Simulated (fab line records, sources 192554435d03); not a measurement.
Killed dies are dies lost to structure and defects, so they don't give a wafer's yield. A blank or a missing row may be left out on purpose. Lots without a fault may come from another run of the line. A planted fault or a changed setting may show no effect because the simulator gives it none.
A struck lot beside a sound one | flow n5_finfet | 19 steps out of a route of 1938
Sound: wafers L274.2, L274.4, L274.5. Struck: wafers L273.3, L273.4, L273.6. The cause comes at the end.
At each step with rows: each side's tool, then ch and its chambers, then its first start. Under that, the readings that differ: sound wafers | struck wafers | difference of the means | sigmas: that difference in standard deviations of wafers without a fault.
alike: readings whose means differ by less than 2 such deviations, and words and numbers that are the same on both sides. not compared: withheld readings, readings that some wafer has no value for, bounds like >300 that may hide the same value, and numbers for which the record gives no deviation and whose values overlap.
The two part at a step that has a row with sigmas, a row that says differs or no value, or rows on one side only. Numbers that don't overlap but have no deviation are shown without sigmas and don't part them. A reading that every wafer of one side lacks parts them only if that side has two wafers or more.

first, 9 steps without rows for these wafers: N5_BEOL_M6_ILD_DEP_00 (deposits SiCOH lowk from DEMS/porogen, target thk 179.75 nm, time 33.4 s); N5_BEOL_M6_CURE_74 (cures SiCOH lowk, time 240 s); N5_BEOL_M6_PECVD_70 (deposits SiO2 from TEOS/O2, target thk 20 nm, time 22.7 s); N5_BEOL_M6_HM_DEP_02 (deposits TiN, target thk 20 nm); N5_BEOL_M6_COAT_59 (time 60 s, resist thk 100 nm); N5_BEOL_M6_COAT_60 (time 60 s, resist thk 35 nm); N5_BEOL_M6_COAT_05 (resist thk 90 nm); N5_BEOL_M6_EBR_07; N5_BEOL_M6_SOFTBAKE_06 (time 60 s).
N5_BEOL_M6_EXPOSE_08: exposes mask M6.
  sound on arfi_scanner-03 ch 0, day 14 01:26; struck on arfi_scanner-02 ch 0, day 14 06:23
  reading              | sound             | struck            | difference | sigmas
  exposure_dose_mJ_cm2 | 68.23 68.15 68.20 | 67.20 67.19 67.22 | -0.99      | -13
  alike: mask, reticle_temp_C
then, 3 steps without rows for these wafers: N5_BEOL_M6_PEB_09 (peb time 60 s); N5_BEOL_M6_DEVELOP_10 (develop time 30 s); N5_BEOL_M6_DESCUM_16 (chemistry O2, time 7.9 s).
N5_BEOL_M6_ETCH_61: etches SiARC in CF4, target depth 45.5 nm, time 75.8 s.
  sound on rie_diel-01 ch 0,2, day 14 01:55; struck on rie_diel-04 ch 0,1,3, day 14 06:38
  reading                         | sound       | struck         | difference | sigmas
  model.BEOL_M6.cd_offset_nm (nm) | 0.6 0.4 0.2 | -0.6 -0.2 -1.2 | -1.1       |
  alike: drypump_motor_current_A, etch_rf_on_time_s, oes_product_au, rf_vpp_V, showerhead_plenum_p_Torr, throttle_valve_pct
  not compared: rf_hours_counter_h
then, 3 steps without rows for these wafers: N5_BEOL_M6_ETCH_62 (etches SOC in N2/H2, target depth 110 nm, overetch 22 nm, time 165 s); N5_BEOL_M6_STRIP_68 (strips in N2/H2); N5_BEOL_M6_STRIP_67 (strips in CF4).
N5_BEOL_M6_HM_OPEN_17: chemistry Cl2/BCl3, target TiN, target depth 20 nm, overetch 6 nm.
  sound on rie_metal-01 ch 0,1, day 14 02:10; struck on rie_metal-03 ch 0,1, day 14 06:54
  reading                         | sound     | struck      | difference | sigmas
  model.BEOL_M6.cd_offset_nm (nm) | 1 0.8 0.2 | -0.8 0 -1.2 | -1.3       |
  alike: drypump_motor_current_A, oes_product_au, throttle_valve_pct
  not compared: rf_hours_counter_h
then, 1 step without rows for these wafers: N5_BEOL_M6_STRIP_19 (strips in O2).

WHERE THEY PART
Only at N5_BEOL_M6_EXPOSE_08, within this record. Later steps at which nothing parts them and some readings are alike: N5_BEOL_M6_ETCH_61, N5_BEOL_M6_HM_OPEN_17.

WHY: what the simulator had put in
Process parameter drift: arfi_scanner-02, from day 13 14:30 on, at N5_BEOL_M6_EXPOSE_08. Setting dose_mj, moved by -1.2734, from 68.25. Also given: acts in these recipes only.
